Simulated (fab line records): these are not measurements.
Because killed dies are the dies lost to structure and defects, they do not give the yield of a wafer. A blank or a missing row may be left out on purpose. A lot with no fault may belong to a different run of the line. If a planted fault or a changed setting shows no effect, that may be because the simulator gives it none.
Matching of chambers ; flow n5 finfet ; N5_BEOL_M14_DEP_53 on pecvd-02 has 3 sister chambers
The step deposits SiCN from 3MS/NH3, target thk 50 nm, time 17.8 s. 14 wafers are shown with their chamber, then 7 later ones without.

== EACH WAFER AND ITS CHAMBER ==
wafer;chamber;throttle valve pct (%);showerhead plenum p Torr (Torr)
L074.2;0;18.9;4.17
L074.3;1;18.9;4.14
L074.4;2;16.6;4.17
L081.1;1;18.9;4.15
L081.2;2;16.7;4.17
L081.5;1;19.0;4.14
L085.1;1;18.9;4.14
L085.4;1;18.9;4.15
L085.5;2;16.5;4.16
L084.3;2;16.7;4.17
L084.4;2;16.6;4.16
L084.5;0;18.9;4.16
L091.1;0;19.0;4.16
L091.2;1;19.0;4.16

SIGNATURES, as means of the wafers listed above
reading;chamber 0;chamber 1;chamber 2;scatter within a chamber
throttle valve pct;18.933;18.933;16.620;0.0661
showerhead plenum p Torr;4.1633;4.1467;4.1660;0.00688
Rule: for each reading, subtract the chamber's mean from the wafer's reading, divide by that reading's scatter and square the result; add these up over the readings and take the root, which gives the wafer's distance from the chamber. If the next closest chamber is less than 2 further off than the closest, the wafer can't be placed; otherwise it belongs to the closest. The scatter is the square root of a quotient: the sum, over the shown wafers, of each reading's squared deviation from its chamber's mean, divided by wafers minus chambers.

== WAFERS WITH NO CHAMBER GIVEN ==
wafer;throttle valve pct (%);showerhead plenum p Torr (Torr)
L091.6;19.1;4.17
L094.1;19.0;4.14
L094.2;16.6;4.16
L094.4;19.4;4.16
L097.1;19.1;4.16
L097.2;19.1;4.14
L097.6;19.0;4.15

== THE CHAMBER EACH PASSED THROUGH ==
wafer;from the rows above;in truth
L091.6;can't be placed: 0 or 1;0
L094.1;1;1
L094.2;2;2
L094.4;can't be placed: 0 or 1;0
L097.1;can't be placed: 0 or 1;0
L097.2;can't be placed: 1 or 0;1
L097.6;can't be placed: 1 or 0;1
Correct placement for 2 of the 7. Cannot be placed on the basis of these rows: 5; the candidates contain the true chamber in 5. Number placed wrongly: 0.
